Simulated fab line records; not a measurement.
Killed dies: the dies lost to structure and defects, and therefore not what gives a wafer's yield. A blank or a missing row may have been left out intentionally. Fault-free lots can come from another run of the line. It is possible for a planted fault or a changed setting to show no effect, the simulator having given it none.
fab line records | flow nand-harc
[record] lots = 5 | wafers = 15 | last-day = 24
route steps=1159 shown A_BLC@966 END@1159
lots that met no fault: taken from a fault-free run of the same line
start-h: hours from the record's opening day to when the first of the lot's shown wafers began | wait-h: hours from the lot's prior step to this one | " unchanged from the row above | L1.1+2: one row covering several wafers at once | - no value, or no start given | * or withheld: withheld | < > ~ a bound
route shown NAME@n: a module of which the file shows steps, and the number in the route of the first | usual: mean/standard deviation taken from wafers without a fault | same: alike in all rows | chamber/n: place in a boat | sites: per-site readings | _std_site: the standard deviation of these | _edge_site: the outer-site mean with the inner-site mean subtracted | radius-mm: how far each site lies from the wafer's centre | mask NAME#n: copy n | behind: the tool/chamber that last shaped the wafer | hold: why the lot went on hold/how many hours it stayed there/how the hold came to an end | device: which transistor (n, p or np) failed to switch | end of line: the tests these same wafers got at the end of their route | step lacking rows: just its recipe | killed: count of dies lost to structure and defects at first sort (not the wafer's yield) | map: a wafer's dies, x killed, . not, _ none there
set.NAME: the setting the step ran with; set.NAME@STEP: the setting that earlier step ran with | model.NAME: the simulator's own value behind a step, which no gauge read
certain route steps with their lots: each step a table, each wafer a row
services: a tool's chamber out of use, with start hour (start-h, from the record's first day; less than 0 if before it), hours out, and reason
[[steps]]
[step NHARC_A_BLC_COAT_02]
[recipe] temp-c = 260 | time-s = 75
[step NHARC_A_BLC_COAT_03]
[recipe] temp-c = 225 | time-s = 65
[step NHARC_A_BLC_COAT_04]
[recipe] spin-rpm = 1500 | resist-thk-nm = 90
[step NHARC_A_BLC_SOFTBAKE_05]
[recipe] temp-c = 105 | time-s = 55
[step NHARC_A_BLC_EBR_06]
[step NHARC_A_BLC_EXPOSE_07]
[recipe] na = 1.35 | target-cd-nm = 100 | dose-mj = 67.97 | mask-id = A_BLC
[step NHARC_A_BLC_PEB_08]
[recipe] peb-temp-c = 100 | peb-time-s = 65
[step NHARC_A_BLC_DEVELOP_09]
[recipe] develop-time-s = 35 | dev-temp-c = 23
[step NHARC_A_BLC_CD_MEAS_10]
[recipe] target-cd-nm = 100 | landing-energy-ev = 500
[usual] cd-nm = 99.9/0.45
lot.wafer | tool      | chamber | start-h | wait-h | cd-nm
L990.2    | cd-sem-01 | 0       | 394.12  | -      | 100.0
L990.3    | "         | 0       | "       | "      | 100.9
L990.6    | "         | 0       | "       | "      | 100.9
L989.3    | cd-sem-03 | 0       | 395.95  | -      | 100.2
L989.4    | "         | 0       | "       | "      | 99.9
L989.6    | "         | 0       | "       | "      | 99.7
L111.1    | cd-sem-03 | 0       | 521.30  | -      | 99.5
L111.5    | "         | 0       | "       | "      | 99.5
L111.6    | "         | 0       | "       | "      | 99.3
L109.1    | cd-sem-02 | 0       | 536.28  | -      | 99.9
L109.2    | "         | 0       | "       | "      | 100.2
L109.5    | "         | 0       | "       | "      | 98.9
L112.2    | cd-sem-03 | 0       | 537.02  | -      | 99.5
L112.3    | "         | 0       | "       | "      | 99.5
L112.6    | "         | 0       | "       | "      | 99.8
[step NHARC_A_BLC_OVL_MEAS_11]
[usual] overlay-x-nm = 0.1/0.99 | overlay-y-nm = -0.2/0.72
lot.wafer | tool       | chamber | start-h | wait-h | overlay-x-nm | overlay-y-nm
L990.2    | overlay-02 | -       | 394.20  | -      | 1.1          | 0.1
L990.3    | "          | -       | "       | "      | 1.2          | -0.4
L990.6    | "          | -       | "       | "      | 1.3          | -0.3
L989.3    | overlay-01 | -       | 396.03  | -      | 1.0          | -0.2
L989.4    | "          | -       | "       | "      | 0.7          | -0.2
L989.6    | "          | -       | "       | "      | 0.3          | -0.7
L111.1    | overlay-01 | -       | 521.39  | -      | 0.2          | -0.3
L111.5    | "          | -       | "       | "      | 0.6          | 0.0
L111.6    | "          | -       | "       | "      | 0.9          | -0.2
L109.1    | overlay-02 | -       | 536.37  | -      | 1.3          | -1.6
L109.2    | "          | -       | "       | "      | 1.1          | -1.2
L109.5    | "          | -       | "       | "      | 1.5          | -1.0
L112.2    | overlay-01 | -       | 537.11  | -      | 2.6          | 1.1
L112.3    | "          | -       | "       | "      | 2.3          | 0.9
L112.6    | "          | -       | "       | "      | 1.5          | 1.5
[step NHARC_A_BLC_INSPECT_12]
[usual] raw-defect-count = 29/11
lot.wafer | tool              | chamber | start-h | wait-h | raw-defect-count
L990.2    | defect-inspect-01 | -       | 394.24  | 0.0    | 23
L990.3    | "                 | -       | "       | "      | 27
L990.6    | "                 | -       | "       | "      | 20
L989.3    | defect-inspect-02 | -       | 396.07  | 0.0    | 22
L989.4    | "                 | -       | "       | "      | 35
L989.6    | "                 | -       | "       | "      | 37
L111.1    | defect-inspect-01 | -       | 521.42  | 0.0    | 20
L111.5    | "                 | -       | "       | "      | 17
L111.6    | "                 | -       | "       | "      | 16
L109.1    | defect-inspect-01 | -       | 536.40  | 0.0    | 17
L109.2    | "                 | -       | "       | "      | 14
L109.5    | "                 | -       | "       | "      | 10
L112.2    | defect-inspect-02 | -       | 537.15  | 0.0    | 16
L112.3    | "                 | -       | "       | "      | 10
L112.6    | "                 | -       | "       | "      | 12
[step NHARC_A_BLC_DESCUM_15]
[recipe] time-s = 3 | o2-flow-sccm = 200 | ar-flow-sccm = 0 | bias-power-w = 0 | chemistry = O2
[usual] drypump-motor-current-A = 5.80/0.29 | oes-product-au = 0.999/0.0067 | rf-vpp-V = 57.7/0.85 | showerhead-plenum-p-Torr = 1.91/0.076 | throttle-valve-pct = 11.311/0.0093
[same] bias-power-w = 0
lot.wafer | tool        | chamber | start-h | wait-h | drypump-motor-current-A | oes-product-au | rf-hours-counter-h | rf-vpp-V | showerhead-plenum-p-Torr | throttle-valve-pct
L990.2    | rie-diel-04 | 1       | 394.30  | 0.1    | 5.67                    | 0.998          | 9                  | 58.0     | 1.88                     | 11.319
L990.3    | "           | 3       | "       | "      | 6.00                    | 1.007          | 9                  | 59.3     | 2.04                     | 11.313
L990.6    | "           | 2       | "       | "      | 6.27                    | 1.008          | -                  | 58.4     | 1.93                     | 11.318
L989.4    | rie-diel-08 | 1       | 396.13  | 0.1    | 5.52                    | 0.989          | 10                 | 58.4     | 1.91                     | 11.308
L989.3    | "           | 3       | "       | "      | 5.50                    | 0.993          | 10                 | 58.0     | 1.84                     | 11.313
L989.6    | "           | 2       | "       | "      | 5.74                    | 0.992          | -                  | 57.3     | 1.95                     | 11.325
L111.1    | rie-diel-08 | 0       | 521.48  | 0.1    | 5.84                    | 0.986          | 3                  | 57.0     | 1.96                     | 11.303
L111.6    | "           | 0       | "       | "      | 5.80                    | 1.002          | -                  | 58.0     | 1.96                     | 11.327
L111.5    | "           | 1       | "       | "      | 5.51                    | 0.989          | -                  | 55.9     | 1.91                     | 11.315
L109.1    | rie-diel-04 | 2       | 536.49  | 0.1    | 6.27                    | 1.001          | 6                  | 57.6     | 1.92                     | 11.319
L109.2    | "           | 3       | "       | "      | 6.04                    | 1.002          | 6                  | 59.3     | 2.03                     | 11.298
L109.5    | "           | 3       | "       | "      | 6.03                    | 0.991          | -                  | 57.9     | 2.03                     | 11.317
L112.3    | rie-diel-08 | 0       | 537.21  | 0.1    | 5.83                    | 0.997          | 4                  | 59.4     | 1.96                     | 11.318
L112.2    | "           | 3       | "       | "      | 5.50                    | 0.997          | 4                  | 57.7     | 1.84                     | 11.300
L112.6    | "           | 1       | "       | "      | 5.51                    | 1.008          | -                  | 56.9     | 1.91                     | 11.326
[step NHARC_A_BLC_ETCH_16]
[recipe] target-depth-a = 390 | over-etch-frac = 0.3 | time-s = 65 | ion-energy-ev = 80 | cf4-flow-sccm = 150 | ar-flow-sccm = 0 | rf-w = 300 | bias-w = 100 | chemistry = CF4
[usual] drypump-motor-current-A = 5.82/0.29 | oes-product-au = 1.000/0.0076 | rf-vpp-V = 151.2/1.1 | run-length-s = 86.5/0.38 | showerhead-plenum-p-Torr = 1.77/0.068 | throttle-valve-pct = 13.284/0.0092
lot.wafer | tool        | chamber | start-h | wait-h | drypump-motor-current-A | oes-product-au | rf-hours-counter-h | rf-vpp-V | run-length-s | showerhead-plenum-p-Torr | throttle-valve-pct
L990.3    | rie-diel-04 | 0       | 394.38  | 0.1    | 5.56                    | 1.013          | 9                  | 150.0    | 87.0         | 1.67                     | 13.288
L990.2    | "           | 1       | "       | "      | 5.66                    | 1.003          | 9                  | 150.4    | 86.3         | 1.74                     | 13.278
L990.6    | "           | 1       | "       | "      | 5.65                    | 1.007          | -                  | 150.6    | 86.5         | 1.74                     | 13.287
L989.3    | rie-diel-08 | 1       | 396.22  | 0.1    | 5.51                    | 0.993          | 10                 | 151.4    | 86.4         | 1.77                     | 13.285
L989.4    | "           | 2       | "       | "      | 5.74                    | 0.993          | 9                  | 150.6    | 86.5         | 1.80                     | 13.293
L989.6    | "           | 0       | "       | "      | 5.81                    | 0.997          | -                  | 151.1    | 86.4         | 1.81                     | 13.288
L111.1    | rie-diel-08 | 1       | 521.58  | 0.1    | 5.51                    | 1.002          | 2                  | 150.3    | 86.5         | 1.77                     | 13.270
L111.6    | "           | 3       | "       | "      | 5.47                    | 1.007          | -                  | 151.3    | 87.1         | 1.70                     | 13.277
L111.5    | "           | 0       | "       | "      | 5.84                    | 0.997          | -                  | 151.8    | 86.6         | 1.81                     | 13.283
L109.2    | rie-diel-04 | 3       | 536.58  | 0.1    | 6.03                    | 0.991          | 6                  | 154.1    | 61.2         | 1.87                     | 13.265
L109.1    | "           | 0       | "       | "      | 5.58                    | 0.991          | 5                  | 150.4    | 61.3         | 1.66                     | 13.283
L109.5    | "           | 3       | "       | "      | 6.02                    | 1.004          | -                  | 154.3    | 86.6         | 1.87                     | 13.296
L112.3    | rie-diel-08 | 1       | 537.29  | 0.1    | 5.50                    | 0.997          | 4                  | 151.1    | 86.0         | 1.77                     | 13.276
L112.2    | "           | 3       | "       | "      | 5.54                    | 1.002          | 4                  | 149.7    | 87.1         | 1.70                     | 13.298
L112.6    | "           | 2       | "       | "      | 5.75                    | 0.987          | -                  | 151.5    | 86.6         | 1.80                     | 13.273
[step NHARC_A_BLC_ETCH_17]
[recipe] target-depth-a = 3900 | over-etch-frac = 0.25 | time-s = 609.38 | ion-energy-ev = 200 | n2-flow-sccm = 150 | h2-flow-sccm = 150 | ar-flow-sccm = 0 | rf-w = 400 | bias-w = 150 | chemistry = N2/H2
[usual] drypump-motor-current-A = 5.79/0.27 | oes-product-au = 1.001/0.0082 | rf-vpp-V = 430.1/2.6 | run-length-s = 630.8/0.35 | showerhead-plenum-p-Torr = 2.03/0.086 | throttle-valve-pct = 14.170/0.0088
lot.wafer | tool        | chamber | start-h | wait-h | drypump-motor-current-A | oes-product-au | rf-hours-counter-h | rf-vpp-V | run-length-s | showerhead-plenum-p-Torr | throttle-valve-pct
L990.2    | rie-diel-04 | 0       | -       | -      | 5.60                    | 0.998          | 9                  | 428.4    | 630.5        | 1.91                     | 14.161
L990.3    | "           | 2       | "       | "      | 6.27                    | 0.999          | 9                  | 431.3    | 630.6        | 2.05                     | 14.167
L990.6    | "           | 0       | "       | "      | 5.55                    | 1.004          | -                  | 425.8    | 630.8        | 1.91                     | 14.158
L989.4    | rie-diel-08 | 0       | -       | -      | 5.86                    | 1.004          | 11                 | 432.0    | 630.6        | 2.09                     | 14.171
L989.3    | "           | 3       | "       | "      | 5.52                    | 1.003          | 10                 | 427.2    | 631.5        | 1.96                     | 14.157
L989.6    | "           | 1       | "       | "      | 5.52                    | 0.994          | -                  | 430.2    | 630.7        | 2.04                     | 14.169
L111.1    | rie-diel-08 | 1       | -       | -      | 5.51                    | 1.006          | 3                  | 432.5    | 630.7        | 2.04                     | 14.171
L111.6    | "           | 1       | "       | "      | 5.50                    | 0.992          | -                  | 428.0    | 630.7        | 2.04                     | 14.159
L111.5    | "           | 2       | "       | "      | 5.75                    | 1.001          | -                  | 430.0    | 630.6        | 2.08                     | 14.169
L109.2    | rie-diel-04 | 1       | -       | -      | 5.68                    | 1.001          | 6                  | 429.2    | 631.1        | 2.00                     | 14.182
L109.1    | "           | 3       | "       | "      | 6.02                    | 0.991          | 6                  | 434.9    | 630.8        | 2.17                     | 14.181
L109.5    | "           | 2       | "       | "      | 6.25                    | 1.011          | -                  | 429.2    | 631.3        | 2.05                     | 14.177
L112.3    | rie-diel-08 | 2       | -       | -      | 5.75                    | 0.988          | 4                  | 432.2    | 630.6        | 2.08                     | 14.168
L112.2    | "           | 0       | "       | "      | 5.82                    | 0.987          | 4                  | 431.4    | 630.5        | 2.09                     | 14.179
L112.6    | "           | 2       | "       | "      | 5.74                    | 1.004          | -                  | 430.1    | 630.7        | 2.08                     | 14.171
[step NHARC_END_SORT_01]
[recipe] temp-c = 25
[usual] killed-at-array = 26/8.6 | killed-at-other = 0.7/0.97 | killed-at-periphery = 3.2/2.2 | killed-dies = 30/8.9 | killed-open = 3.1/1.8 | killed-short = 2.2/1.8
[same] gross-dies = 677
lot.wafer | tool      | chamber | start-h | wait-h | killed-at-array | killed-at-other | killed-at-periphery | killed-dies | killed-open | killed-short
L990.2    | prober-02 | 0       | 443.24  | 2.8    | 24              | 1               | 4                   | 29          | 3           | 2
L990.3    | prober-02 | 0       | 444.05  | 3.1    | 25              | 1               | 3                   | 29          | 3           | 0
L990.6    | prober-02 | 0       | 446.46  | 4.0    | 24              | 0               | 5                   | 29          | 3           | 3
L989.3    | prober-01 | 0       | 443.98  | 3.1    | 23              | 3               | 3                   | 29          | 3           | 3
L989.4    | prober-01 | 0       | 444.76  | 3.4    | 32              | 0               | 4                   | 36          | 2           | 1
L989.6    | prober-01 | 0       | 446.34  | 3.9    | 27              | 1               | 8                   | 36          | 2           | 1
L111.1    | prober-02 | 0       | 571.62  | 2.5    | 18              | 1               | 1                   | 20          | 2           | 2
L111.5    | prober-02 | 0       | 574.85  | 3.7    | 21              | 1               | 1                   | 23          | 3           | 4
L111.6    | prober-02 | 0       | 575.66  | 4.0    | 16              | 0               | 3                   | 19          | 3           | 3
L109.1    | prober-02 | 0       | 580.52  | 2.5    | 675             | 0               | 2                   | 677         | 5           | 2
L109.2    | prober-02 | 0       | 581.31  | 2.8    | 670             | 1               | 6                   | 677         | 8           | 10
L109.5    | prober-02 | 0       | 583.69  | 3.7    | 12              | 1               | 4                   | 17          | 2           | 4
L112.2    | prober-01 | 0       | 581.26  | 2.8    | 12              | 2               | 2                   | 16          | 4           | 0
L112.3    | prober-01 | 0       | 582.06  | 3.1    | 12              | 1               | 3                   | 16          | 6           | 1
L112.6    | prober-01 | 0       | 584.45  | 4.0    | 13              | 1               | 9                   | 23          | 8           | 3
// killed by level:class
L990.2 A_SLIT:chamber-film-flake=8 A_CHANNEL_FILL_D1:chamber-film-flake=5 A_CHANNEL_HOLE_D1:chamber-film-flake=4 A_ZERO_WELL:chamber-film-flake=2 P_CONTACT:geometric-particle:open=1 P_M0:geometric-particle:open=1 P_M1:geometric-particle:short=1 A_ONON_D1:geometric-particle:open=1
L989.3 A_CHANNEL_HOLE_D1:chamber-film-flake=13 A_SLIT:chamber-film-flake=3 P_STI:chamber-film-flake=2 A_WL_FILL:chamber-film-flake=2 THIN_TSV:chamber-film-flake=2 P_CONTACT:geometric-particle:short=1 A_CHANNEL_HOLE_D1:geometric-particle:open=1 A_WL_FILL:geometric-particle:open=1
L990.3 A_SLIT:chamber-film-flake=11 A_CHANNEL_FILL_D1:chamber-film-flake=4 A_ZERO_WELL:chamber-film-flake=3 P_ZERO_WELL:chamber-film-flake=2 A_BONDPAD:chamber-film-flake=2 P_M1:geometric-particle:open=1 A_ONON_D1:geometric-particle:open=1 A_M1:geometric-particle:open=1
L989.4 A_CHANNEL_HOLE_D1:chamber-film-flake=15 A_SLIT:chamber-film-flake=8 A_STAIRCASE:chamber-film-flake=3 P_STI:chamber-film-flake=2 A_WL_FILL:chamber-film-flake=2 P_GATE:geometric-particle:open=1 A_CHANNEL_HOLE_D1:geometric-particle:short=1 A_SGD_CUT:geometric-particle:open=1
L989.6 A_CHANNEL_HOLE_D1:chamber-film-flake=13 A_SLIT:chamber-film-flake=6 P_STI:chamber-film-flake=5 A_STAIRCASE:chamber-film-flake=2 A_WL_FILL:chamber-film-flake=2 A_CONTACT:chamber-film-flake=2 P_CONTACT:geometric-particle:open=1 P_M0:geometric-particle:open=1
L990.6 A_SLIT:chamber-film-flake=8 A_CHANNEL_FILL_D1:chamber-film-flake=4 P_ZERO_WELL:chamber-film-flake=3 A_ONON_D1:geometric-particle:short=2 P_GATE:chamber-film-flake=2 A_STAIRCASE:chamber-film-flake=2 A_CONTACT:chamber-film-flake=2 A_CHANNEL_FILL_D1:geometric-particle:open=1
L111.1 A_CHANNEL_HOLE_D1:chamber-film-flake=10 A_CHANNEL_FILL_D1:geometric-particle:short=2 A_WL_FILL:chamber-film-flake=2 A_SOURCE_PLATE:geometric-particle:open=1 A_CHANNEL_FILL_D1:geometric-particle:open=1 P_GATE:chamber-film-flake=1 A_SGD_CUT:chamber-film-flake=1 A_CONTACT:chamber-film-flake=1
L111.5 A_CHANNEL_HOLE_D1:chamber-film-flake=9 A_WL_FILL:chamber-film-flake=4 A_CHANNEL_HOLE_D1:geometric-particle:short=1 A_CHANNEL_FILL_D1:geometric-particle:short=1 A_CHANNEL_FILL_D1:geometric-particle:open=1 A_WL_FILL:geometric-particle:short=1 A_CONTACT:geometric-particle:short=1 A_M1:geometric-particle:open=1
L111.6 A_CHANNEL_HOLE_D1:chamber-film-flake=9 A_CONTACT:chamber-film-flake=3 A_CHANNEL_FILL_D1:geometric-particle:open=2 P_M1:geometric-particle:short=1 P_M2:geometric-particle:open=1 A_SOURCE_PLATE:geometric-particle:short=1 A_ONON_D1:geometric-particle:short=1 P_STI:chamber-film-flake=1
L109.1 A_BLC:area-etch=656 A_CHANNEL_HOLE_D1:chamber-film-flake=7 A_CONTACT:chamber-film-flake=4 A_ONON_D1:geometric-particle:short=2 A_CONTACT:geometric-particle:open=2 P_GATE:chamber-film-flake=2 A_CHANNEL_FILL_D1:geometric-particle:open=1 A_WL_FILL:geometric-particle:open=1
L112.2 A_CONTACT:chamber-film-flake=5 A_WL_FILL:chamber-film-flake=2 P_GATE:geometric-particle:open=1 A_CHANNEL_HOLE_D1:geometric-particle:open=1 A_M1:geometric-particle:open=1 STARTING-WAFER:geometric-particle:open=1 P_GATE:chamber-film-flake=1 A_CHANNEL_HOLE_D1:unspecified=1
L109.2 A_BLC:area-etch=645 A_CHANNEL_HOLE_D1:chamber-film-flake=8 A_ONON_D1:geometric-particle:open=4 A_WL_FILL:geometric-particle:short=4 P_M0:geometric-particle:open=3 A_CONTACT:chamber-film-flake=3 A_CONTACT:geometric-particle:short=2 A_WL_FILL:chamber-film-flake=2
L112.3 A_CONTACT:chamber-film-flake=4 A_STAIRCASE:chamber-film-flake=2 P_CONTACT:geometric-particle:open=1 P_M0:geometric-particle:open=1 P_M1:geometric-particle:open=1 A_CHANNEL_HOLE_D1:geometric-particle:short=1 A_CHANNEL_FILL_D1:geometric-particle:open=1 A_WL_FILL:geometric-particle:open=1
L109.5 A_CHANNEL_HOLE_D1:chamber-film-flake=6 A_BLC:geometric-particle:short=2 P_GATE:geometric-particle:open=1 A_CHANNEL_FILL_D1:geometric-particle:open=1 A_CHANNEL_FILL_D1:geometric-particle:short=1 STARTING-WAFER:geometric-particle:short=1 P_STI:chamber-film-flake=1 P_GATE:chamber-film-flake=1
L112.6 P_M1:geometric-particle:open=3 A_CHANNEL_HOLE_D1:unspecified=3 P_M0:chamber-film-flake=2 P_BONDPAD:chamber-film-flake=2 A_CHANNEL_HOLE_D1:chamber-film-flake=2 A_CONTACT:chamber-film-flake=2 P_CONTACT:geometric-particle:open=1 P_M0:geometric-particle:open=1
// map L109.1 (x killed, . not)
____________x____________
_________xxxxxxx_________
_______xxxxxxxxxxx_______
______xxxxxxxxxxxxx______
_____xxxxxxxxxxxxxxx_____
____xxxxxxxxxxxxxxxxx____
____xxxxxxxxxxxxxxxxx____
___xxxxxxxxxxxxxxxxxxx___
___xxxxxxxxxxxxxxxxxxx___
__xxxxxxxxxxxxxxxxxxxxx__
__xxxxxxxxxxxxxxxxxxxxx__
_xxxxxxxxxxxxxxxxxxxxxxx_
_xxxxxxxxxxxxxxxxxxxxxxx_
_xxxxxxxxxxxxxxxxxxxxxxx_
_xxxxxxxxxxxxxxxxxxxxxxx_
_xxxxxxxxxxxxxxxxxxxxxxx_
xxxxxxxxxxxxxxxxxxxxxxxxx
xxxxxxxxxxxxxxxxxxxxxxxxx
xxxxxxxxxxxxxxxxxxxxxxxxx
xxxxxxxxxxxxxxxxxxxxxxxxx
xxxxxxxxxxxxxxxxxxxxxxxxx
_xxxxxxxxxxxxxxxxxxxxxxx_
_xxxxxxxxxxxxxxxxxxxxxxx_
_xxxxxxxxxxxxxxxxxxxxxxx_
_xxxxxxxxxxxxxxxxxxxxxxx_
_xxxxxxxxxxxxxxxxxxxxxxx_
__xxxxxxxxxxxxxxxxxxxxx__
__xxxxxxxxxxxxxxxxxxxxx__
___xxxxxxxxxxxxxxxxxxx___
___xxxxxxxxxxxxxxxxxxx___
____xxxxxxxxxxxxxxxxx____
____xxxxxxxxxxxxxxxxx____
_____xxxxxxxxxxxxxxx_____
______xxxxxxxxxxxxx______
_______xxxxxxxxxxx_______
_________xxxxxxx_________
____________x____________
// map L990.2 (x killed, . not)
____________.____________
_________......._________
_______...x......._______
______..........x..______
_____........x......_____
____.................____
____.....x...........____
___...................___
___.......x........x..___
__.....................__
__.....x...............__
_......................._
_......................._
_......................._
_......................._
_......................._
......................x..
.........................
...x....................x
....x.x......x.......x...
.........................
_..........x............_
_..........x............_
_......................._
_......................._
_......................._
__.....................__
__.....................__
___...................___
___...................___
____......xx.x..x....____
____.................____
_____....x.xx.x....._____
______......x......______
_______...x.x....._______
_________..xx..._________
____________.____________
[[services]]
tool        | chamber | start-h | hours | kind
rie-diel-08 | 0       | 384.31  | -     | clean
rie-diel-08 | 1       | 384.31  | -     | clean
rie-diel-08 | 2       | 384.31  | -     | clean
rie-diel-08 | 3       | 384.31  | -     | clean
rie-diel-08 | 0       | 408.85  | -     | clean
rie-diel-08 | 1       | 408.85  | -     | clean
rie-diel-08 | 2       | 408.85  | -     | clean
rie-diel-08 | 3       | 408.85  | -     | clean
rie-diel-08 | 0       | 433.35  | -     | clean
rie-diel-08 | 1       | 433.35  | -     | clean
rie-diel-08 | 2       | 433.35  | -     | clean
rie-diel-08 | 3       | 433.35  | -     | clean
rie-diel-08 | 0       | 457.85  | -     | clean
rie-diel-08 | 1       | 457.85  | -     | clean
rie-diel-08 | 2       | 457.85  | -     | clean
rie-diel-08 | 3       | 457.85  | -     | clean
rie-diel-04 | -       | 466.13  | 9.0   | pm
rie-diel-08 | -       | 478.80  | 9.0   | pm
rie-diel-08 | 0       | 478.80  | 9.0   | vent-cycle
rie-diel-08 | 1       | 478.80  | 9.0   | vent-cycle
rie-diel-08 | 2       | 478.80  | 9.0   | vent-cycle
rie-diel-08 | 3       | 478.80  | 9.0   | vent-cycle
rie-diel-04 | 0       | 480.29  | 3.7   | repair
rie-diel-08 | 0       | 530.59  | 4.2   | repair
[[key]]
[first-sign] step = NHARC_A_BLC_ETCH_16 | reading = run-length-s | direction = down | sigmas = 66 | usual = * | struck = *
[effect] step = NHARC_END_SORT_01 | reading = killed-at-array | direction = up | sigmas = 75 | usual = 26 | struck = 672
[more-kills-born-at] NHARC_A_BLC_ETCH_16@rie-diel-04 = 1301
met-at NHARC_A_BLC_ETCH_16
struck-wafers L109.1,L109.2
later-rows-left-out L109.1,L109.2
tester-left-out L109
onset-between 394.38 536.58
[fault] kind = process-parameter-drift | tool = rie-diel-04 | chamber = - | onset-h = 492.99 | steps = NHARC_A_BLC_ETCH_16 | channel = time-s | offset = * | shape = step | end-h = 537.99 | scope = struck-wafers-only | acts-in = * | stated = *
// tester-left-out: of these lots the tester's yield and bins aren't shown, on N5 and GAA mostly nor the transistor test; their killed dies are dies lost to structure and defects alone, not to doping, threshold or leakage, so they don't give the yield
// later-rows-left-out: the simulator's readings of these wafers behind a module that went badly wrong aren't trusted and aren't shown, but for the sort
